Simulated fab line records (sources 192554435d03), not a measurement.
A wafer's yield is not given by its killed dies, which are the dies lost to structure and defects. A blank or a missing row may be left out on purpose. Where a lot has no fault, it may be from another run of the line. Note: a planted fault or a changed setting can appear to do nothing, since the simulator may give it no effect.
Which of the tools did it? -- flow n5-finfet -- 20 lots (60 wafers sampled), 1 step of a 1938-step route

== WHAT EACH GAUGE READ, for each wafer ==
N5_WELL_APT_INSPECT_27: inspects for defects (macro). Usual: raw-defect-count at 1.9, with a standard deviation of 1.5.
lot,measured,on,raw-defect-count,flag
L075,day 1 21:26,defect-inspect-01,3 2 3,
L076,day 2 02:51,defect-inspect-02,0 0 2,
L077,day 2 09:15,defect-inspect-02,3 0 2,
L078,day 2 14:48,defect-inspect-02,3 2 2,
L079,day 2 20:50,defect-inspect-02,3 0 1,
L080,day 3 03:08,defect-inspect-01,1 3 7,
L081,day 3 08:46,defect-inspect-02,1 1 3,
L082,day 3 15:03,defect-inspect-01,5 0 2,
L084,day 4 03:02,defect-inspect-02,2 2 2,
L085,day 4 09:10,defect-inspect-01,1 3 3,
L086,day 4 15:02,defect-inspect-02,1 1 3,
L087,day 4 21:00,defect-inspect-02,2 1 3,
L088,day 5 03:52,defect-inspect-02,1 1 1,
L089,day 5 08:47,defect-inspect-01,1 1 1,
L090,day 5 15:00,defect-inspect-02,1 1 2,
L091,day 5 21:11,defect-inspect-01,1 2 3,
L092,day 6 03:20,defect-inspect-01,8 1 2,
L093,day 6 09:23,defect-inspect-01,3 1 0,
L095,day 6 20:59,defect-inspect-01,3 6 5,
L097,day 7 09:02,defect-inspect-01,1 3 0,

== WHAT TOOL EACH LOT RAN ON (gives the tool, then ch and the chambers of the sampled wafers, and finally the start) ==
Before these readings, the record contains no process step.

== AS READ BY THE TOOLS THEMSELVES (means over the sampled wafers that have a number; for cases with no such wafer, the mark the record gives instead) ==
The record holds no such reading with a usual standard deviation.

== THE ANSWER, worked out from the rows above alone ==
Rule: take the mean of a lot's wafers that have a number; if it is more than 3 standard deviations from the usual mean, the lot is off. Also off: a lot with no number at a reading for which 4 or more lots have one. Any other lot the step has rows for is counted as sound. The gauges are gone through in route order, then the tools' own readings, and for those a lot's mean is taken as printed above. At the first step where some lot is off, the reading lying furthest off is the one used; lots without a number count as furthest.
No lot is off on any of the readings shown, so nothing can be concluded from this.

== WHAT HAD BEEN PUT IN BY THE SIMULATOR ==
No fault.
